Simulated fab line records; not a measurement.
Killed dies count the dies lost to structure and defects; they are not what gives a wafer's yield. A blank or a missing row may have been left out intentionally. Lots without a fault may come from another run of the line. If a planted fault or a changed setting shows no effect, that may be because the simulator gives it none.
Chamber matching / flow n5-finfet / N5_BEOL_M5_PRE_CLEAN_77 on cvd-co-02 has 3 sister chambers
The step time 15 s. 24 wafers are shown with their chamber, then 12 later ones without.

== WAFERS WITH THEIR CHAMBER ==
wafer=L074.2; chamber=1; heater-power-w (W)=87
wafer=L074.3; chamber=2; heater-power-w (W)=87
wafer=L074.5; chamber=1; heater-power-w (W)=87
wafer=L079.3; chamber=0; heater-power-w (W)=74
wafer=L079.4; chamber=2; heater-power-w (W)=86
wafer=L079.6; chamber=1; heater-power-w (W)=84
wafer=L078.1; chamber=2; heater-power-w (W)=82
wafer=L078.3; chamber=0; heater-power-w (W)=73
wafer=L078.5; chamber=2; heater-power-w (W)=83
wafer=L080.1; chamber=2; heater-power-w (W)=86
wafer=L080.3; chamber=1; heater-power-w (W)=86
wafer=L080.4; chamber=1; heater-power-w (W)=85
wafer=L082.1; chamber=0; heater-power-w (W)=74
wafer=L082.3; chamber=2; heater-power-w (W)=85
wafer=L082.4; chamber=1; heater-power-w (W)=86
wafer=L087.3; chamber=0; heater-power-w (W)=74
wafer=L087.5; chamber=0; heater-power-w (W)=75
wafer=L087.6; chamber=1; heater-power-w (W)=86
wafer=L085.3; chamber=2; heater-power-w (W)=87
wafer=L085.4; chamber=2; heater-power-w (W)=86
wafer=L085.6; chamber=1; heater-power-w (W)=85
wafer=L086.1; chamber=0; heater-power-w (W)=74
wafer=L086.2; chamber=2; heater-power-w (W)=86
wafer=L086.6; chamber=1; heater-power-w (W)=88

SIGNATURES, as means of the wafers listed above
reading=heater-power-w; chamber 0=74.00; chamber 1=86.00; chamber 2=85.33; scatter within a chamber=1.35
Rule: a wafer lies at a distance from a chamber equal to the root of the sum of squares, over the readings, of (its reading less the chamber's mean, divided by the reading's scatter). The wafer belongs to the nearest chamber; if the next one is less than 2 further off, it can't be placed. The scatter: take each reading less its chamber's mean, square it, sum over the shown wafers, divide by the number of wafers less the number of chambers, and take the root.

== WAFERS WITHOUT THEIR CHAMBER ==
wafer=L088.1; heater-power-w (W)=88
wafer=L088.3; heater-power-w (W)=85
wafer=L088.5; heater-power-w (W)=84
wafer=L090.1; heater-power-w (W)=87
wafer=L090.2; heater-power-w (W)=84
wafer=L090.4; heater-power-w (W)=87
wafer=L093.1; heater-power-w (W)=87
wafer=L093.3; heater-power-w (W)=74
wafer=L093.6; heater-power-w (W)=86
wafer=L096.1; heater-power-w (W)=85
wafer=L096.5; heater-power-w (W)=75
wafer=L096.6; heater-power-w (W)=87

== CHAMBER TAKEN BY EACH ==
wafer=L088.1; from the rows above=can't be placed: 1 or 2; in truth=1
wafer=L088.3; from the rows above=can't be placed: 2 or 1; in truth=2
wafer=L088.5; from the rows above=can't be placed: 2 or 1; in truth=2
wafer=L090.1; from the rows above=can't be placed: 1 or 2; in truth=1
wafer=L090.2; from the rows above=can't be placed: 2 or 1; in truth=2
wafer=L090.4; from the rows above=can't be placed: 1 or 2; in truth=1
wafer=L093.1; from the rows above=can't be placed: 1 or 2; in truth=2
wafer=L093.3; from the rows above=0; in truth=0
wafer=L093.6; from the rows above=can't be placed: 1 or 2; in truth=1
wafer=L096.1; from the rows above=can't be placed: 2 or 1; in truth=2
wafer=L096.5; from the rows above=0; in truth=0
wafer=L096.6; from the rows above=can't be placed: 1 or 2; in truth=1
Placed correctly: 2 of 12. From these rows, 10 cannot be placed; in 10 the true chamber is one of the candidates. 0 placed wrongly.
